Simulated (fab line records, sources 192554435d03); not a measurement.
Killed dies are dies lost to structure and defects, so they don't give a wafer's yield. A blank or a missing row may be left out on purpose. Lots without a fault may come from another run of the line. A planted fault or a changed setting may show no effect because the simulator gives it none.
Split-lot experiment | flow n5_finfet | 7 lots, 21 wafers read, on a route of 1938 steps

THE SPLIT
At N5_SD_EPI_N_PEB_07 (peb time 60 s), the setting peb_time_s was moved away from the recipe's 60 s on 5 of the 21 wafers read, by -11.0% to +16.7%. The other wafers ran this setting at the recipe's value.

FROM THE SPLIT TO THE READING: what the file shows between them, 1 step
- N5_SD_EPI_N_DEVELOP_08: develop time 30 s (also split here: develop_time_s)

THE READING
cd_nm, in nm, at N5_SD_EPI_N_CD_MEAS_09 (target cd 120 nm). Fault-free wafers of this fab line usually give 120.2 nm, standard deviation 0.87 nm.

wafer  | tool, chamber at the split | peb_time_s as run, s | against the recipe | cd_nm, nm | against lot-mates on the recipe
L074.1 | litho_track-04, 0          | 60                   | recipe             | 119.6     | -
L074.4 | litho_track-04, 0          | 60                   | recipe             | 119.8     | -
L074.6 | litho_track-04, 0          | 60                   | recipe             | 118.5     | -
L079.1 | litho_track-05, 0          | 60                   | recipe             | 121.7     | -
L079.2 | litho_track-05, 0          | 60                   | recipe             | 121.0     | -
L079.3 | litho_track-05, 0          | 53.4                 | -11.0%             | 118.4     | -2.9
L080.1 | litho_track-05, 0          | 60                   | recipe             | 118.8     | -
L080.2 | litho_track-05, 0          | 60                   | recipe             | 120.2     | -
L080.3 | litho_track-05, 0          | 60                   | recipe             | 119.3     | -
L082.2 | litho_track-05, 0          | 60                   | recipe             | 119.1     | -
L082.3 | litho_track-05, 0          | 70                   | +16.7%             | 125.5     | +6.4
L082.5 | litho_track-05, 0          | 70                   | +16.7%             | 127.0     | +7.9
L085.1 | litho_track-03, 0          | 60                   | recipe             | 120.4     | -
L085.3 | litho_track-03, 0          | 60                   | recipe             | 121.3     | -
L085.4 | litho_track-03, 0          | 60                   | recipe             | 121.3     | -
L086.1 | litho_track-04, 0          | 60                   | recipe             | 119.8     | -
L086.5 | litho_track-04, 0          | 68.88                | +14.8%             | 125.1     | +5.3
L086.6 | litho_track-04, 0          | 68.88                | +14.8%             | 123.8     | +4.0
L089.4 | litho_track-04, 0          | 60                   | recipe             | 119.5     | -
L089.5 | litho_track-04, 0          | 60                   | recipe             | 119.3     | -
L089.6 | litho_track-04, 0          | 60                   | recipe             | 121.5     | -

THE FIT
A straight line over all 21 wafers: cd_nm changes by +0.31 nm for each +1% of peb_time_s; r = +0.90; the points scatter about the line by 1.1 nm.
The same after taking each lot's own level away (the mean of its wafers on the recipe; 21 wafers): +0.362 nm for each +1%; r = +0.96; scatter 0.8 nm.
On that fit, the largest move of peb_time_s shifts the reading by 6 nm.
The lots' own levels span 119.10 to 121.35 nm, that is 2.6 times the standard deviation above.
So the lot-to-lot level changes the slope: the two fits differ.
Check: with one of the wafers moved furthest among these (+16.7%) left out of the fit, the line predicts +6.03 nm for it against its lot-mates. It came out at +6.4 nm against them.

OTHER SPLITS ON THESE WAFERS
These wafers also went through other splits before the reading. Each is held against what the fit with the lots' levels taken away leaves over:
other split on the same wafers        | wafers away from the commonest value | r with cd_nm (lot level and that fit taken away)
N5_WELL_APT_COAT_02 spin_rpm          | 7                                    | +0.22
N5_FIN_SAQP_HM_DEP_03 time_s          | 11                                   | -0.24
N5_FIN_SAQP_EXPOSE_13 dose_mj         | 10                                   | -0.03
N5_FIN_CUT_EXPOSE_05 dose_mj          | 9                                    | -0.31
N5_DUMMY_GATE_ETCH_42 bias_w          | 10                                   | +0.27
N5_SD_EPI_N_DEVELOP_08 develop_time_s | 9                                    | +0.20

THE WHOLE CHAIN: every reading that the file lists as answering this split, in the file's order
step                   | what it does                                           | reading                                                         | change (the file's fit)               | r (the file's)
N5_SD_EPI_N_CD_MEAS_09 | target cd 120 nm                                       | cd_nm                                                           | +0.356 nm for each +1% of the setting | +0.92
N5_SD_EPI_N_DESCUM_14  | chemistry O2, time 7.9 s                               | SD_EPI_N.cd_nm (the simulator's own value, which no gauge read) | +0.34 nm for each +1% of the setting  | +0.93
N5_SD_EPI_N_ETCH_34    | etches SiARC in CF4, target depth 45.5 nm, time 75.8 s | SD_EPI_N.cd_nm (the simulator's own value, which no gauge read) | +0.334 nm for each +1% of the setting | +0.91

THE FILE'S OWN FIT
cd_nm changes by +0.356 nm for each +1% of peb_time_s, r = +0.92.
